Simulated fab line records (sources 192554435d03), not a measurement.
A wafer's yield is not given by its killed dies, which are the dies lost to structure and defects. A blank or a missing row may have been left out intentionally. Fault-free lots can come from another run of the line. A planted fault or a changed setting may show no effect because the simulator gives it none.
fab line records -- flow n5_finfet
record lots=10, wafers=29, last_day=18
route steps=1938 shown BEOL_M1@829 BEOL_M2@841 BEOL_M4@1111 PASSIVATION@1936
lots untouched by any fault: they come from a run of this same line in which no faults occurred
start_h: hours from the record's opening day to when the first of the lot's shown wafers began -- wait_h: hours since the lot's step before -- " unchanged from the row above -- L1.1+2: a single row standing in for several wafers -- - either no value or no given start -- * or withheld: withheld -- < > ~ a bound
route shown NAME@n: names a module that has steps shown in the file, with the first one's number in the route -- usual: the fault-free wafers' mean and standard deviation -- same: alike in all rows -- chamber/n: place in a boat -- sites: the reading at each site -- _std_site: their standard deviation -- _edge_site: the outer-site mean with the inner-site mean subtracted -- radius_mm: how far each site lies from the wafer's centre -- mask NAME#n: copy n -- behind: the most recent tool/chamber to have shaped the wafer -- hold: why the lot went on hold/how many hours it stayed there/how the hold came to an end -- device: transistor that didn't switch, given as n, p or np -- end of line: the route-end tests of the same wafers -- a step given without rows: its recipe and nothing more -- killed: the dies lost at the first sort to structure and to defects; this is not the yield of the wafer -- map: a wafer's dies, x killed, . not, _ none there
set.NAME: the setting that was run; set.NAME@STEP: the one run at that earlier step -- model.NAME: the simulator's own value behind a step, which no gauge read
a sample of lots followed through the steps of the route, with each step as a table and each wafer as a row
services: the hour from which a tool's chamber was out of use, counted from the record's first day as start_h (under 0 if before that day), plus the number of hours and why
## steps
# step N5_BEOL_M1_ANNEAL_95
# recipe temp_c=400, time_s=240, ambient=vacuum
# usual heater_power_w=810/80
lot.wafer,tool,chamber,start_h,wait_h,heater_power_w
L288.2,pvd_sputter-02,-,135.69,0.0,881
L288.3,pvd_sputter-02,-,135.69,0.0,738
L288.5,pvd_sputter-02,-,135.69,0.0,698
L289.1,pvd_sputter-03,-,142.15,0.0,760
L289.2,pvd_sputter-03,-,142.15,0.0,743
L289.5,pvd_sputter-03,-,142.15,0.0,903
L291.1,pvd_sputter-02,-,166.83,0.0,713
L291.4,pvd_sputter-02,-,166.83,0.0,848
L291.6,pvd_sputter-02,-,166.83,0.0,860
L292.2,pvd_sputter-01,-,171.82,0.0,833
L292.3,pvd_sputter-01,-,171.82,0.0,1028
L292.4,pvd_sputter-01,-,171.82,0.0,838
L294.2,pvd_sputter-03,-,174.98,0.0,876
L294.5,pvd_sputter-03,-,174.98,0.0,881
L294.6,pvd_sputter-03,-,174.98,0.0,770
L295.1,pvd_sputter-02,-,178.28,0.0,857
L295.5,pvd_sputter-02,-,178.28,0.0,843
L295.6,pvd_sputter-02,-,178.28,0.0,747
L298.1,pvd_sputter-01,-,204.48,0.0,835
L298.3,pvd_sputter-01,-,204.48,0.0,856
L298.6,pvd_sputter-01,-,204.48,0.0,859
L304.1,pvd_sputter-03,-,237.07,0.0,781
L304.5,pvd_sputter-03,-,237.07,0.0,887
L304.6,pvd_sputter-03,-,237.07,0.0,740
L308.2,pvd_sputter-01,-,263.44,0.0,857
L308.5,pvd_sputter-01,-,263.44,0.0,1025
L310.4,pvd_sputter-03,-,274.27,0.0,743
L310.5,pvd_sputter-03,-,274.27,0.0,781
L310.6,pvd_sputter-03,-,274.27,0.0,755
# step N5_BEOL_M1_PRE_CLEAN_60
# recipe gas=NH3/H2, time_s=15, temp_c=*, rf_power_w=300
# usual heater_power_w=85/12
lot.wafer,tool,chamber,start_h,wait_h,heater_power_w
L288.2,cvd_co-01,0,136.76,0.0,99
L288.3,cvd_co-01,1,136.76,0.0,99
L288.5,cvd_co-01,0,136.76,0.0,100
L289.1,cvd_co-01,1,143.12,0.0,96
L289.2,cvd_co-01,2,143.12,0.0,64
L289.5,cvd_co-01,0,143.12,0.0,97
L291.1,cvd_co-01,0,167.79,0.0,98
L291.4,cvd_co-01,1,167.79,0.0,97
L291.6,cvd_co-01,0,167.79,0.0,98
L292.2,cvd_co-01,0,172.82,0.0,99
L292.3,cvd_co-01,2,172.82,0.0,65
L292.4,cvd_co-01,2,172.82,0.0,65
L294.2,cvd_co-01,0,176.39,0.1,96
L294.5,cvd_co-01,2,176.39,0.1,64
L294.6,cvd_co-01,0,176.39,0.1,100
L295.1,cvd_co-02,0,179.26,0.0,79
L295.5,cvd_co-02,1,179.26,0.0,76
L295.6,cvd_co-02,0,179.26,0.0,79
L298.1,cvd_co-02,2,205.44,0.0,95
L298.3,cvd_co-02,1,205.44,0.0,77
L298.6,cvd_co-02,2,205.44,0.0,96
L304.1,cvd_co-01,1,238.40,0.0,98
L304.5,cvd_co-01,0,238.40,0.0,98
L304.6,cvd_co-01,1,238.40,0.0,98
L308.2,cvd_co-01,2,264.41,0.0,64
L308.5,cvd_co-01,1,264.41,0.0,98
L310.4,cvd_co-02,0,275.26,0.1,78
L310.5,cvd_co-02,2,275.26,0.1,98
L310.6,cvd_co-02,1,275.26,0.1,79
# step N5_BEOL_M1_RS_MEAS_58
# recipe thk_meas_gauge=four-point-probe, reads=Co_of_BEOL_M1_CO_CAP_55+Cu_of_BEOL_M1_ECD_50+Co_of_BEOL_M1_CVD_47+TaN_of_BEOL_M1_ALD_84
# usual M1_RS=0.66/0.031
lot.wafer,tool,chamber,start_h,wait_h,M1_RS[ohm/sq]
L288.2,film_metro-02,-,136.98,0.1,0.69
L288.3,film_metro-02,-,136.98,0.1,0.70
L288.5,film_metro-02,-,136.98,0.1,0.64
L289.1,film_metro-01,-,143.34,0.0,0.66
L289.2,film_metro-01,-,143.34,0.0,0.67
L289.5,film_metro-01,-,143.34,0.0,0.63
L291.1,film_metro-01,-,168.01,0.0,0.65
L291.4,film_metro-01,-,168.01,0.0,0.64
L291.6,film_metro-01,-,168.01,0.0,0.65
L292.2,film_metro-02,-,173.04,0.1,0.66
L292.3,film_metro-02,-,173.04,0.1,0.65
L292.4,film_metro-02,-,173.04,0.1,0.64
L294.2,film_metro-02,-,176.62,0.1,0.63
L294.5,film_metro-02,-,176.62,0.1,0.72
L294.6,film_metro-02,-,176.62,0.1,0.63
L295.1,film_metro-01,-,179.48,0.0,0.72
L295.5,film_metro-01,-,179.48,0.0,0.64
L295.6,film_metro-01,-,179.48,0.0,0.65
L298.1,film_metro-02,-,205.67,0.0,0.65
L298.3,film_metro-02,-,205.67,0.0,0.65
L298.6,film_metro-02,-,205.67,0.0,0.60
L304.1,film_metro-01,-,238.62,0.0,0.63
L304.5,film_metro-01,-,238.62,0.0,0.60
L304.6,film_metro-01,-,238.62,0.0,0.65
L308.2,film_metro-02,-,264.63,0.1,0.70
L308.5,film_metro-02,-,264.63,0.1,0.64
L310.4,film_metro-01,-,275.46,0.0,0.70
L310.5,film_metro-01,-,275.46,0.0,0.64
L310.6,film_metro-01,-,275.46,0.0,0.64
# step N5_BEOL_M2_ILD_DEP_00
# recipe material=SiOC, target_thk_a=790, temp_c=350, precursor=DEMS/O2, pressure_torr=5, rf_w=500, time_s=15.3
# usual heater_power_w=509/48, showerhead_plenum_p_Torr=5.695/0.019, throttle_valve_pct=11.7/0.37
lot.wafer,tool,chamber,start_h,wait_h,heater_power_w,showerhead_plenum_p_Torr,throttle_valve_pct
L288.2,pecvd-03,2,137.05,0.0,418,5.698,11.6
L288.3,pecvd-03,1,137.05,0.0,495,5.724,11.7
L288.5,pecvd-03,1,137.05,0.0,512,5.733,11.9
L289.1,pecvd-02,1,143.40,0.0,538,5.664,11.5
L289.2,pecvd-02,2,143.40,0.0,544,5.695,11.5
L289.5,pecvd-02,1,143.40,0.0,548,5.674,11.3
L291.1,pecvd-02,1,168.08,0.0,555,5.678,11.3
L291.4,pecvd-02,2,168.08,0.0,486,5.713,11.7
L291.6,pecvd-02,1,168.08,0.0,546,5.663,11.5
L292.2,pecvd-03,2,173.10,0.0,431,5.678,11.5
L292.3,pecvd-03,1,173.10,0.0,517,5.721,11.8
L292.4,pecvd-03,0,173.10,0.0,532,5.690,11.3
L294.2,pecvd-02,1,176.68,0.0,502,5.670,11.1
L294.5,pecvd-02,0,176.68,0.0,550,5.687,11.5
L294.6,pecvd-02,1,176.68,0.0,524,5.675,11.4
L295.1,pecvd-03,2,179.55,0.0,364,5.688,11.7
L295.5,pecvd-03,2,179.55,0.0,383,5.677,11.5
L295.6,pecvd-03,0,179.55,0.0,492,5.677,11.4
L298.1,pecvd-02,0,205.73,0.0,562,5.697,11.4
L298.3,pecvd-02,1,205.73,0.0,551,5.681,11.4
L298.6,pecvd-02,0,205.73,0.0,591,5.673,11.5
L304.1,pecvd-02,1,238.69,0.0,558,5.674,11.4
L304.5,pecvd-02,1,238.69,0.0,581,5.684,11.5
L304.6,pecvd-02,0,238.69,0.0,531,5.681,11.6
L308.2,pecvd-02,0,264.69,0.0,569,5.699,11.5
L308.5,pecvd-02,1,264.69,0.0,559,5.670,11.7
L310.4,pecvd-03,0,275.54,0.1,561,5.683,11.6
L310.5,pecvd-03,1,275.54,0.1,538,5.728,12.2
L310.6,pecvd-03,2,275.54,0.1,406,5.693,10.9
# step N5_BEOL_M2_THK_MEAS_01
# recipe reads=SiOC_of_BEOL_M2_ILD_DEP_00
# usual M2_ILD_THK=79.2/1.1
lot.wafer,tool,chamber,start_h,wait_h,M2_ILD_THK[nm]
L288.2,film_metro-01,-,137.11,0.1,79.4
L288.3,film_metro-01,-,137.11,0.1,78.6
L288.5,film_metro-01,-,137.11,0.1,80.3
L289.1,film_metro-02,-,143.47,0.0,77.9
L289.2,film_metro-02,-,143.47,0.0,78.0
L289.5,film_metro-02,-,143.47,0.0,77.9
L291.1,film_metro-02,-,168.14,0.0,77.7
L291.4,film_metro-02,-,168.14,0.0,80.3
L291.6,film_metro-02,-,168.14,0.0,78.8
L292.2,film_metro-01,-,173.17,0.1,78.0
L292.3,film_metro-01,-,173.17,0.1,78.6
L292.4,film_metro-01,-,173.17,0.1,80.2
L294.2,film_metro-02,-,176.75,0.1,78.5
L294.5,film_metro-02,-,176.75,0.1,79.6
L294.6,film_metro-02,-,176.75,0.1,80.8
L295.1,film_metro-02,-,179.61,0.0,78.6
L295.5,film_metro-02,-,179.61,0.0,80.7
L295.6,film_metro-02,-,179.61,0.0,80.0
L298.1,film_metro-01,-,205.80,0.0,77.7
L298.3,film_metro-01,-,205.80,0.0,77.4
L298.6,film_metro-01,-,205.80,0.0,79.5
L304.1,film_metro-01,-,238.75,0.0,77.1
L304.5,film_metro-01,-,238.75,0.0,90.4
L304.6,film_metro-01,-,238.75,0.0,80.1
L308.2,film_metro-01,-,264.76,0.1,89.6
L308.5,film_metro-01,-,264.76,0.1,91.4
L310.4,film_metro-01,-,275.59,0.0,80.4
L310.5,film_metro-01,-,275.59,0.0,79.2
L310.6,film_metro-01,-,275.59,0.0,80.7
# step N5_BEOL_M4_RC_MEAS_101
# usual DIBL_N=36.3/1.8, DIBL_P=36.5/2.1, IOFF_N=0.16/0.031, IOFF_P=0.22/0.038, ION_N=677/12, ION_P=466/7.8, SS_N=71.5/0.61, SS_P=73.2/0.7, VT_N=249/3, VT_P=-248.9/3
lot.wafer,tool,chamber,start_h,wait_h,DIBL_N[mV/V],DIBL_P[mV/V],IOFF_N[nA/um],IOFF_P[nA/um],ION_N[uA/um],ION_P[uA/um],SS_N[mV/dec],SS_P[mV/dec],VT_N[mV],VT_P[mV]
L288.2,prober-02,0,185.80,0.2,32.9,32.6,0.10,0.14,663,462,70.6,72.1,254,-253.9
L288.3,prober-02,0,185.80,0.2,38.3,39.2,0.17,0.22,668,453,72.1,73.9,249,-248.2
L288.5,prober-02,0,185.80,0.2,37.4,38.4,0.18,0.21,686,469,71.9,72.8,249,-249.4
L289.1,prober-02,0,200.24,0.0,38.2,38.6,0.20,0.24,693,464,72.0,73.6,247,-246.9
L289.2,prober-02,0,200.24,0.0,36.2,36.3,0.17,0.20,688,462,71.4,72.0,250,-250.2
L289.5,prober-02,0,200.24,0.0,39.2,38.9,0.22,0.27,691,466,72.4,73.8,244,-246.2
L291.1,prober-02,0,207.06,0.0,38.6,37.6,0.19,0.25,681,468,71.4,74.4,248,-248.4
L291.4,prober-02,0,207.06,0.0,36.0,36.0,0.16,0.23,691,473,71.2,73.8,247,-246.6
L291.6,prober-02,0,207.06,0.0,37.0,36.9,0.17,0.23,694,472,70.9,73.6,248,-249.9
L294.2,prober-02,0,217.02,0.2,35.5,37.0,0.17,0.27,689,478,71.1,73.5,246,-243.1
L294.5,prober-02,0,217.02,0.2,34.6,35.8,0.15,0.24,687,480,71.0,72.2,249,-246.4
L294.6,prober-02,0,217.02,0.2,39.3,42.0,0.28,0.38,708,488,72.2,73.6,238,-240.6
L295.1,prober-02,0,226.11,0.0,36.3,36.3,0.14,0.18,665,455,71.3,73.1,252,-255.5
L295.5,prober-02,0,226.11,0.0,34.8,34.0,0.12,0.15,664,455,71.0,72.9,256,-258.4
L295.6,prober-02,0,226.11,0.0,38.2,39.1,0.18,0.22,693,465,70.9,74.1,249,-252.0
L292.2,prober-01,0,231.71,0.2,38.0,38.8,0.20,0.24,697,470,72.1,74.1,246,-249.7
L292.3,prober-01,0,231.71,0.2,38.9,39.3,0.21,0.25,705,468,71.5,74.0,246,-250.0
L292.4,prober-01,0,231.71,0.2,37.6,37.4,0.17,0.22,679,458,71.4,74.1,249,-252.2
L298.1,prober-02,0,248.72,0.0,35.6,34.6,0.15,0.21,664,460,70.8,72.6,251,-247.7
L298.3,prober-02,0,248.72,0.0,35.2,34.5,0.15,0.21,675,466,70.6,73.3,250,-248.2
L298.6,prober-02,0,248.72,0.0,36.9,36.5,0.18,0.25,675,463,71.5,73.8,248,-245.0
L304.1,prober-01,0,281.64,0.0,35.2,34.0,0.14,0.20,668,466,71.4,72.5,251,-248.6
L304.5,prober-01,0,281.64,0.0,35.4,34.4,0.14,0.20,670,470,70.9,72.0,250,-248.9
L304.6,prober-01,0,281.64,0.0,36.0,35.0,0.16,0.22,685,478,71.8,72.4,248,-248.1
L308.2,prober-02,0,307.84,0.2,33.4,33.2,0.12,0.16,657,459,70.7,71.8,253,-252.4
L308.5,prober-02,0,307.84,0.2,33.8,33.8,0.12,0.17,650,453,70.7,72.5,253,-252.0
L310.4,prober-01,0,313.39,0.5,34.1,35.5,0.14,0.20,680,469,71.8,72.6,250,-250.0
L310.5,prober-01,0,313.39,0.5,34.1,34.8,0.14,0.19,661,457,71.4,72.4,249,-249.1
L310.6,prober-01,0,313.39,0.5,38.3,40.8,0.23,0.31,698,477,71.7,73.5,245,-246.5
# step N5_PASSIVATION_PROBE_49
# usual defect_limited_yield=91.2/1.5, killed_at_M0_to_M3=33/9.6, killed_at_M4_up=14/5.6, killed_at_contacts=14/5.5, killed_at_front_end=40/13, killed_at_other=4/3, killed_dies=104/17, killed_on_rim=14/4.3, killed_open=68/13, killed_short=33/7.2, sort_bin_4_leakage=0.00/0.014, sort_bin_5_function=5.2/0.95, sort_bin_6_memory=3.3/0.62, sort_bin_8_speed=0.00/0.012, sort_n_pass=1076/17, sort_yield_pct=91.2/1.5
# same gross_dies=1180, killed_at_back_side=0
lot.wafer,tool,chamber,start_h,wait_h,defect_limited_yield[%],killed_at_M0_to_M3,killed_at_M4_up,killed_at_contacts,killed_at_front_end,killed_at_other,killed_dies,killed_on_rim,killed_open,killed_short,sort_bin_4_leakage[%],sort_bin_5_function[%],sort_bin_6_memory[%],sort_bin_8_speed[%],sort_n_pass,sort_yield_pct[%]
L288.2,prober-02,-,299.19,0.1,93.0,24,10,20,23,6,83,9,58,20,0,4.0,2.8,0,1097,93.0
L288.3,prober-02,-,299.24,0.1,93.3,27,17,10,23,2,79,10,55,21,0,4.3,1.9,0,1101,93.3
L288.5,prober-02,-,299.34,0.2,93.0,29,8,15,29,2,83,14,54,29,0,4.3,2.4,0,1097,93.0
L289.1,prober-02,-,312.44,0.0,90.9,30,30,8,36,3,107,23,75,27,0,5.3,3.5,0,1073,90.9
L289.2,prober-02,-,312.49,0.1,94.0,14,11,10,34,2,71,9,42,23,0,3.6,1.9,0,1109,94.0
L289.5,prober-02,-,312.64,0.2,91.0,23,31,22,27,3,106,12,69,36,0,5.1,3.4,0,1074,91.0
L291.1,prober-01,-,315.08,0.0,91.1,24,17,5,57,2,105,10,73,28,0,5.3,3.2,0,1075,91.1
L291.4,prober-01,-,315.23,0.2,88.8,40,17,16,57,2,132,18,87,41,0,7.6,3.2,0,1048,88.8
L291.6,prober-01,-,315.33,0.3,88.5,63,19,5,47,2,136,16,99,30,0,6.4,4.3,0,1044,88.5
L295.5,prober-02,-,332.10,0.2,92.8,23,10,13,37,2,85,13,48,33,0,4.2,2.8,0,1095,92.8
L298.3,prober-01,-,360.34,0.1,91.3,40,13,13,28,9,103,17,73,28,0,4.7,3.6,0,1077,91.3
L298.6,prober-01,-,360.49,0.3,92.8,22,14,21,24,4,85,16,63,20,0,4.5,2.6,0,1095,92.8
L304.1,prober-02,-,397.74,0.0,87.9,34,25,9,68,7,143,14,99,42,0,7.6,4.1,0,1037,87.9
L304.5,prober-02,-,397.94,0.2,88.7,34,25,7,61,6,133,20,80,49,0,6.4,3.8,0,1047,88.7
L304.6,prober-02,-,397.99,0.3,90.8,43,13,7,45,1,109,13,74,32,0,5.3,3.3,0,1071,90.8
L308.2,prober-02,-,426.38,0.1,91.4,31,7,11,52,0,101,16,63,33,0,5.1,3.4,0,1079,91.4
# killed by level:class
L288.2 MOL_CONTACT_COAG:geometric_particle:open=13 BEOL_M3:geometric_particle:open=10 STI_FIN_REVEAL:geometric_particle:open=7 MOL_CONTACT_COAG:geometric_particle:short=5 BEOL_M0_SAQP:geometric_particle:open=4 BEOL_M4:geometric_particle:open=3 SPACER0:geometric_particle:open=3 GATE_CUT:geometric_particle:short=3
L288.3 BEOL_M0_SAQP:geometric_particle:open=8 BEOL_M3:geometric_particle:open=7 MOL_CONTACT_COAG:geometric_particle:open=7 BEOL_M4:geometric_particle:open=6 BEOL_M1:geometric_particle:open=4 STI_FIN_REVEAL:geometric_particle:open=3 DUMMY_GATE:geometric_particle:short=3 SDB:geometric_particle:short=3
L288.5 MOL_CONTACT_COAG:geometric_particle:open=12 BEOL_M0_SAQP:geometric_particle:open=9 DUMMY_GATE:geometric_particle:open=8 BEOL_M2:geometric_particle:open=6 BEOL_M0_SAQP:geometric_particle:short=6 BEOL_M8:geometric_particle:open=4 FIN_SAQP:geometric_particle:open=3 DUMMY_GATE:geometric_particle:short=3
L289.1 BEOL_M4:geometric_particle:open=15 FIN_SAQP:geometric_particle:open=11 BEOL_M2:geometric_particle:open=11 FIN_SAQP:geometric_particle:short=8 BEOL_M3:geometric_particle:open=6 MOL_CONTACT_COAG:geometric_particle:open=5 BEOL_M5:geometric_particle:open=5 STI_FIN_REVEAL:geometric_particle:open=3
L289.2 FIN_SAQP:geometric_particle:open=8 BEOL_M4:geometric_particle:open=8 MOL_CONTACT_COAG:geometric_particle:open=7 HKMG_FIN:area_etch=5 STI_FIN_REVEAL:geometric_particle:open=4 BEOL_M0_SAQP:geometric_particle:short=4 FIN_SAQP:geometric_particle:short=3 DUMMY_GATE:geometric_particle:short=3
L289.5 MOL_CONTACT_COAG:geometric_particle:open=19 BEOL_M4:geometric_particle:open=15 FIN_SAQP:geometric_particle:open=8 BEOL_M0_SAQP:geometric_particle:short=8 GATE_CUT:geometric_particle:short=5 BEOL_M2:geometric_particle:open=5 BEOL_M5:geometric_particle:open=5 BEOL_M0_SAQP:geometric_particle:open=4
L291.1 STI_FIN_REVEAL:geometric_particle:open=16 BEOL_M4:geometric_particle:open=10 DUMMY_GATE:geometric_particle:open=8 FIN_SAQP:geometric_particle:open=7 BEOL_M0_SAQP:geometric_particle:open=6 STARTING-WAFER:geometric_particle:open=6 STI_FIN_REVEAL:geometric_particle:short=5 BEOL_M1:geometric_particle:open=5
L291.4 FIN_SAQP:geometric_particle:open=17 BEOL_M2:geometric_particle:open=15 FIN_SAQP:geometric_particle:short=12 MOL_CONTACT_COAG:geometric_particle:open=11 STI_FIN_REVEAL:geometric_particle:open=9 BEOL_M0_SAQP:geometric_particle:short=9 BEOL_M4:geometric_particle:open=7 BEOL_M0_SAQP:geometric_particle:open=6
L291.6 STI_FIN_REVEAL:geometric_particle:open=17 BEOL_M1:geometric_particle:open=16 FIN_SAQP:geometric_particle:open=11 BEOL_M0_SAQP:geometric_particle:short=11 BEOL_M0_SAQP:geometric_particle:open=11 BEOL_M4:geometric_particle:open=10 BEOL_M2:geometric_particle:open=10 BEOL_M3:geometric_particle:open=6
L295.5 FIN_SAQP:geometric_particle:short=13 MOL_CONTACT_COAG:geometric_particle:open=12 BEOL_M0:geometric_particle:open=5 FIN_SAQP:geometric_particle:open=4 BEOL_M2:geometric_particle:short=4 STI_FIN_REVEAL:geometric_particle:open=4 ILD0:geometric_particle:short=4 BEOL_M0_SAQP:geometric_particle:short=4
L298.3 MOL_CONTACT_COAG:geometric_particle:open=12 BEOL_M2:geometric_particle:open=12 BEOL_M1:geometric_particle:open=10 BEOL_M1:geometric_particle:short=6 DUMMY_GATE:geometric_particle:open=5 STARTING-WAFER:geometric_particle:open=5 FIN_SAQP:geometric_particle:open=4 GATE_CUT:geometric_particle:short=4
L298.6 MOL_CONTACT_COAG:geometric_particle:open=17 BEOL_M4:geometric_particle:open=7 FIN_SAQP:geometric_particle:open=6 BEOL_M1:geometric_particle:open=6 DUMMY_GATE:geometric_particle:open=4 BEOL_M3:geometric_particle:open=4 MOL_CONTACT_COAG:geometric_particle:short=4 BEOL_M2:geometric_particle:open=4
L304.1 STI_FIN_REVEAL:geometric_particle:open=18 FIN_SAQP:geometric_particle:open=15 BEOL_M4:geometric_particle:open=12 BEOL_M2:geometric_particle:open=11 FIN_SAQP:geometric_particle:short=8 DUMMY_GATE:geometric_particle:open=8 BEOL_M0_SAQP:geometric_particle:open=8 GATE_CUT:geometric_particle:open=7
L304.5 FIN_SAQP:geometric_particle:open=24 FIN_SAQP:geometric_particle:short=16 BEOL_M4:geometric_particle:open=12 BEOL_M0_SAQP:geometric_particle:short=8 BEOL_M1:geometric_particle:open=6 BEOL_M2:geometric_particle:open=6 BEOL_M4:geometric_particle:short=5 BEOL_M0_SAQP:geometric_particle:open=5
L304.6 FIN_SAQP:geometric_particle:open=13 BEOL_M0_SAQP:geometric_particle:short=12 BEOL_M4:geometric_particle:open=10 BEOL_M0_SAQP:geometric_particle:open=9 STI_FIN_REVEAL:geometric_particle:open=7 BEOL_M2:geometric_particle:open=7 MOL_CONTACT_COAG:geometric_particle:open=6 FIN_SAQP:geometric_particle:short=5
L308.2 STI_FIN_REVEAL:geometric_particle:open=12 FIN_SAQP:geometric_particle:open=10 BEOL_M2:geometric_particle:open=9 BEOL_M0_SAQP:geometric_particle:short=7 MOL_CONTACT_COAG:geometric_particle:open=5 MOL_CONTACT_COAG:geometric_particle:short=5 BEOL_M0_SAQP:geometric_particle:open=5 FIN_SAQP:geometric_particle:short=4
## services
tool,chamber,start_h,hours,kind
cvd_co-02,1,114.67,-,clean
cvd_co-02,1,114.67,22.0,scheduled_down
cvd_co-02,1,114.67,22.0,vent_cycle
pvd_sputter-02,-,146.19,7.4,repair
pecvd-02,0,156.38,6.4,repair
pecvd-03,-,186.52,0.8,repair
cvd_co-01,0,201.83,16.8,repair
pecvd-03,2,202.38,-,clean
pecvd-03,2,202.38,-,consumable_replace:showerhead
pecvd-03,2,202.38,29.0,scheduled_down
pecvd-03,2,202.38,29.0,vent_cycle
cvd_co-02,-,214.67,0.5,repair
pecvd-03,1,252.32,5.5,scheduled_down
## key
first_sign step=N5_BEOL_M2_THK_MEAS_01, reading=M2_ILD_THK, direction=up, sigmas=10, usual=79.2, struck=90.4
effect none on later readings
met_at N5_BEOL_M2_ILD_DEP_00
struck_lots L304,L308
struck_wafers L304.5,L308.2,L308.5
not_acting_at N5_BEOL_M1_ANNEAL_95,N5_BEOL_M1_PRE_CLEAN_60,N5_BEOL_M1_RS_MEAS_58
onset_between 205.73 238.69
fault kind=process_parameter_drift, tool=pecvd-02, chamber=-, onset_h=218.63, steps=N5_BEOL_M2_ILD_DEP_00, channel=target_thk_a, offset=*, shape=step, end_h=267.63, scope=struck_wafers_only, acts_in=*, stated=*
